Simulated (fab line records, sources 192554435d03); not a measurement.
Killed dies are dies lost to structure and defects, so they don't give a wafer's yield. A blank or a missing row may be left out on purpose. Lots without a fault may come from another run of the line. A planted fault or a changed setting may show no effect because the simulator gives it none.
Chamber matching | flow n5_finfet | N5_BEOL_M3_CO_CAP_55 on cvd_co-02: 3 sister chambers
The step material Co, precursor CCTBA/H2, target thk 2 nm, time 102.1 s. 3 wafers are shown with their chamber, then 12 later ones without.

WAFERS WITH THEIR CHAMBER
wafer  | chamber | heater_power_w (W)
L089.1 | 0       | 250
L089.3 | 2       | 231
L089.4 | 1       | 194

WAFERS WITHOUT THEIR CHAMBER
wafer  | heater_power_w (W)
L092.1 | 250
L092.4 | 232
L092.5 | 191
L091.1 | 226
L091.2 | 247
L091.5 | 195
L094.2 | 196
L094.3 | 259
L094.5 | 192
L096.1 | 244
L096.2 | 193
L096.6 | 233

WHICH CHAMBER EACH WENT THROUGH
wafer  | from the rows above     | in truth
L092.1 | 0                       | 0
L092.4 | 2                       | 2
L092.5 | 1                       | 1
L091.1 | 2                       | 2
L091.2 | 0                       | 0
L091.5 | 1                       | 1
L094.2 | 1                       | 1
L094.3 | 0                       | 0
L094.5 | 1                       | 1
L096.1 | can't be placed: 0 or 2 | 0
L096.2 | 1                       | 1
L096.6 | 2                       | 2
Placed correctly: 11 of 12. Can't be placed from these rows: 1 (the true chamber is among the candidates in 1). Placed wrongly: 0.
How it was worked out, from the rows above alone: a wafer's distance from a chamber is the root of the sum, over the readings, of the square of ((its reading less the chamber's mean) divided by the reading's scatter). The wafer belongs to the nearest chamber; if the next one is less than 2 further off, it can't be placed. A chamber's mean is the mean of its shown wafers. The scatter: with one shown wafer a chamber, the root of the mean of the squares of how far each hidden wafer lies from its nearest shown one.
